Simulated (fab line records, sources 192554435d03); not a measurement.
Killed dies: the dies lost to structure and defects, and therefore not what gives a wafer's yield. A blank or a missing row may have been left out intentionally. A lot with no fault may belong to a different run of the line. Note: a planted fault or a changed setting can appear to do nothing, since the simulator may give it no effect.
Split-lot experiment / flow n5Finfet / route with 1938 steps; 7 lots, 39 wafers read

THE SPLIT ITSELF
At N5_MOL_CONTACT_COAG_EXPOSE_81 (exposes mask VG, defocus 0 nm), the setting doseMj was moved away from the recipe's 59.5 on 18 of the 39 wafers read, by -7.4% to +7.1%. This setting was run at the recipe's value on the other wafers.

FROM THE SPLIT TO THE READING: what the file shows between them, 5 steps
- N5_MOL_CONTACT_COAG_PEB_82: peb time 60 s
- N5_MOL_CONTACT_COAG_DEVELOP_83: develop time 30 s
- N5_MOL_CONTACT_COAG_CD_MEAS_84: target cd 25.1 nm
- N5_MOL_CONTACT_COAG_PRECLEAN_144: cleans in alkaline clean, time 60 s
- N5_MOL_CONTACT_COAG_SRD_145: time 30 s

THE READING
Shown in nm: cdNm at N5_MOL_CONTACT_COAG_CD_MEAS_137, with target cd 16 nm. Typical for fault-free wafers on this fab line: 16.1 nm, with standard deviation 0.33 nm.

wafer=L076.1; tool, chamber at the split=euvScanner-02, 0; doseMj as run=55.7; against the recipe=-6.4%; cdNm, nm=14.7; against lot-mates on the recipe=-1.2
wafer=L076.2; tool, chamber at the split=euvScanner-02, 0; doseMj as run=59.5; against the recipe=recipe; cdNm, nm=16.1; against lot-mates on the recipe=-
wafer=L076.3; tool, chamber at the split=euvScanner-02, 0; doseMj as run=59.5; against the recipe=recipe; cdNm, nm=15.7; against lot-mates on the recipe=-
wafer=L076.4; tool, chamber at the split=euvScanner-02, 0; doseMj as run=55.7; against the recipe=-6.4%; cdNm, nm=14.5; against lot-mates on the recipe=-1.4
wafer=L076.5; tool, chamber at the split=euvScanner-02, 0; doseMj as run=55.7; against the recipe=-6.4%; cdNm, nm=14.3; against lot-mates on the recipe=-1.6
wafer=L076.6; tool, chamber at the split=euvScanner-02, 0; doseMj as run=59.5; against the recipe=recipe; cdNm, nm=16.0; against lot-mates on the recipe=-
wafer=L077.1; tool, chamber at the split=euvScanner-02, 0; doseMj as run=59.5; against the recipe=recipe; cdNm, nm=15.9; against lot-mates on the recipe=-
wafer=L077.2; tool, chamber at the split=euvScanner-02, 0; doseMj as run=59.5; against the recipe=recipe; cdNm, nm=15.5; against lot-mates on the recipe=-
wafer=L077.3; tool, chamber at the split=euvScanner-02, 0; doseMj as run=55.61; against the recipe=-6.5%; cdNm, nm=14.6; against lot-mates on the recipe=-1.1
wafer=L077.4; tool, chamber at the split=euvScanner-02, 0; doseMj as run=55.61; against the recipe=-6.5%; cdNm, nm=14.7; against lot-mates on the recipe=-1.0
wafer=L077.5; tool, chamber at the split=euvScanner-02, 0; doseMj as run=59.5; against the recipe=recipe; cdNm, nm=15.8; against lot-mates on the recipe=-
wafer=L077.6; tool, chamber at the split=euvScanner-02, 0; doseMj as run=55.61; against the recipe=-6.5%; cdNm, nm=14.8; against lot-mates on the recipe=-0.9
wafer=L078.1; tool, chamber at the split=euvScanner-02, 0; doseMj as run=59.5; against the recipe=recipe; cdNm, nm=16.2; against lot-mates on the recipe=-
wafer=L078.2; tool, chamber at the split=euvScanner-02, 0; doseMj as run=60.86; against the recipe=+2.3%; cdNm, nm=16.2; against lot-mates on the recipe=+0.3
wafer=L078.3; tool, chamber at the split=euvScanner-02, 0; doseMj as run=60.86; against the recipe=+2.3%; cdNm, nm=16.3; against lot-mates on the recipe=+0.4
wafer=L078.4; tool, chamber at the split=euvScanner-02, 0; doseMj as run=59.5; against the recipe=recipe; cdNm, nm=15.4; against lot-mates on the recipe=-
wafer=L078.5; tool, chamber at the split=euvScanner-02, 0; doseMj as run=60.86; against the recipe=+2.3%; cdNm, nm=16.0; against lot-mates on the recipe=+0.1
wafer=L078.6; tool, chamber at the split=euvScanner-02, 0; doseMj as run=59.5; against the recipe=recipe; cdNm, nm=16.0; against lot-mates on the recipe=-
wafer=L080.1; tool, chamber at the split=euvScanner-02, 0; doseMj as run=59.5; against the recipe=recipe; cdNm, nm=16.3; against lot-mates on the recipe=-
wafer=L080.4; tool, chamber at the split=euvScanner-02, 0; doseMj as run=59.5; against the recipe=recipe; cdNm, nm=16.1; against lot-mates on the recipe=-
wafer=L080.5; tool, chamber at the split=euvScanner-02, 0; doseMj as run=59.5; against the recipe=recipe; cdNm, nm=16.3; against lot-mates on the recipe=-
wafer=L084.1; tool, chamber at the split=euvScanner-02, 0; doseMj as run=59.5; against the recipe=recipe; cdNm, nm=16.4; against lot-mates on the recipe=-
wafer=L084.2; tool, chamber at the split=euvScanner-02, 0; doseMj as run=59.5; against the recipe=recipe; cdNm, nm=15.7; against lot-mates on the recipe=-
wafer=L084.3; tool, chamber at the split=euvScanner-02, 0; doseMj as run=55.1; against the recipe=-7.4%; cdNm, nm=14.3; against lot-mates on the recipe=-1.6
wafer=L084.4; tool, chamber at the split=euvScanner-02, 0; doseMj as run=55.1; against the recipe=-7.4%; cdNm, nm=14.3; against lot-mates on the recipe=-1.6
wafer=L084.5; tool, chamber at the split=euvScanner-02, 0; doseMj as run=59.5; against the recipe=recipe; cdNm, nm=15.6; against lot-mates on the recipe=-
wafer=L084.6; tool, chamber at the split=euvScanner-02, 0; doseMj as run=55.1; against the recipe=-7.4%; cdNm, nm=14.5; against lot-mates on the recipe=-1.4
wafer=L085.1; tool, chamber at the split=euvScanner-02, 0; doseMj as run=59.5; against the recipe=recipe; cdNm, nm=16.3; against lot-mates on the recipe=-
wafer=L085.2; tool, chamber at the split=euvScanner-02, 0; doseMj as run=63.71; against the recipe=+7.1%; cdNm, nm=17.2; against lot-mates on the recipe=+1.1
wafer=L085.3; tool, chamber at the split=euvScanner-02, 0; doseMj as run=59.5; against the recipe=recipe; cdNm, nm=16.1; against lot-mates on the recipe=-
wafer=L085.4; tool, chamber at the split=euvScanner-02, 0; doseMj as run=59.5; against the recipe=recipe; cdNm, nm=15.9; against lot-mates on the recipe=-
wafer=L085.5; tool, chamber at the split=euvScanner-02, 0; doseMj as run=63.71; against the recipe=+7.1%; cdNm, nm=17.2; against lot-mates on the recipe=+1.1
wafer=L085.6; tool, chamber at the split=euvScanner-02, 0; doseMj as run=63.71; against the recipe=+7.1%; cdNm, nm=17.4; against lot-mates on the recipe=+1.3
wafer=L086.1; tool, chamber at the split=euvScanner-02, 0; doseMj as run=59.5; against the recipe=recipe; cdNm, nm=15.6; against lot-mates on the recipe=-
wafer=L086.2; tool, chamber at the split=euvScanner-02, 0; doseMj as run=59.5; against the recipe=recipe; cdNm, nm=16.1; against lot-mates on the recipe=-
wafer=L086.3; tool, chamber at the split=euvScanner-02, 0; doseMj as run=63.5; against the recipe=+6.7%; cdNm, nm=17.4; against lot-mates on the recipe=+1.3
wafer=L086.4; tool, chamber at the split=euvScanner-02, 0; doseMj as run=63.5; against the recipe=+6.7%; cdNm, nm=17.5; against lot-mates on the recipe=+1.4
wafer=L086.5; tool, chamber at the split=euvScanner-02, 0; doseMj as run=63.5; against the recipe=+6.7%; cdNm, nm=17.4; against lot-mates on the recipe=+1.3
wafer=L086.6; tool, chamber at the split=euvScanner-02, 0; doseMj as run=59.5; against the recipe=recipe; cdNm, nm=16.6; against lot-mates on the recipe=-

FIT RESULTS
A straight line over all 39 wafers: cdNm changes by +0.205 nm for each +1% of doseMj; r = +0.96; the points scatter about the line by 0.27 nm.
The same after taking each lot's own level away (the mean of its wafers on the recipe; 39 wafers): +0.189 nm for each +1%; r = +0.96; scatter 0.24 nm.
Per that fit: largest doseMj move, reading shift of 1.4 nm.
Measured against the standard deviation above, the lots' own levels, which go from 15.73 to 16.23 nm, span 1.5 times it.
The two slopes agree, so the slope changes little with the lot-to-lot level.
Check: -1.41 nm against its lot-mates is what the line predicts for one of the wafers moved furthest among these (-7.4%) when that wafer is left out of the fit. It came out at -1.6 nm against them.

THESE WAFERS: OTHER SPLITS
These wafers also went through other splits before the reading. Each is held against what the fit with the lots' levels taken away leaves over:
other split on the same wafers=N5_FIN_SAQP_ALD_61 aldCycles; wafers away from the commonest value=12; r with cdNm (lot level and that fit taken away)=-0.15
other split on the same wafers=N5_DUMMY_GATE_EXPOSE_12 doseMj; wafers away from the commonest value=15; r with cdNm (lot level and that fit taken away)=+0.21
other split on the same wafers=N5_DUMMY_GATE_ETCH_37 sourceW; wafers away from the commonest value=15; r with cdNm (lot level and that fit taken away)=-0.12

THE WHOLE CHAIN: every reading that the file lists as answering this split, in the file's order
step=N5_MOL_CONTACT_COAG_CD_MEAS_84; what it does=target cd 25.1 nm; reading=cdNm; change (the file's fit)=+0.22 nm for each +1% of the setting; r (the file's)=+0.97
step=N5_MOL_CONTACT_COAG_CD_MEAS_137; what it does=target cd 16 nm; reading=cdNm; change (the file's fit)=+0.19 nm for each +1% of the setting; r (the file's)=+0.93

THE FILE'S OWN FIT
cdNm changes by +0.19 nm for each +1% of doseMj, r = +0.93.
